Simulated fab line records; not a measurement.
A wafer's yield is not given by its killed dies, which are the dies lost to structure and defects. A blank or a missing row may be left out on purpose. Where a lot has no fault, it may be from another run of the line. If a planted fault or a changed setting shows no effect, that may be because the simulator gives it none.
Chamber matching ; flow n5_finfet ; pecvd-03 running N5_BEOL_M3_ILD_DEP_00: 3 sister chambers
The step deposits SiOC from DEMS/O2, target thk 79 nm, time 15.3 s. 3 wafers are shown with their chamber, then 7 later ones without.

## EACH WAFER AND ITS CHAMBER
wafer;chamber;throttle_valve_pct (%)
L091.1;1;12.3
L091.6;2;11.5
L092.5;0;13.1

## WAFERS WHOSE CHAMBER IS MISSING
wafer;throttle_valve_pct (%)
L092.6;12.6
L094.1;12.5
L094.2;11.7
L094.3;13.3
L097.1;12.2
L097.3;12.4
L097.6;13.2

## WHICH CHAMBER EACH WENT THROUGH
wafer;from the rows above;in truth
L092.6;can't be placed: 1 or 0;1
L094.1;1;1
L094.2;2;2
L094.3;0;0
L097.1;1;1
L097.3;1;1
L097.6;0;0
6 of 7 placed correctly. Can't be placed from these rows: 1 (the true chamber is among the candidates in 1). 0 placed wrongly.
How it was worked out, from the rows above alone: a wafer's distance from a chamber is the root of the sum, over the readings, of the square of ((its reading less the chamber's mean) divided by the reading's scatter). If the next closest chamber is less than 2 further off than the closest, the wafer can't be placed; otherwise it belongs to the closest. For every chamber, the mean is computed from those of its wafers that are shown. The scatter: with one shown wafer a chamber, the root of the mean of the squares of how far each hidden wafer lies from its nearest shown one.
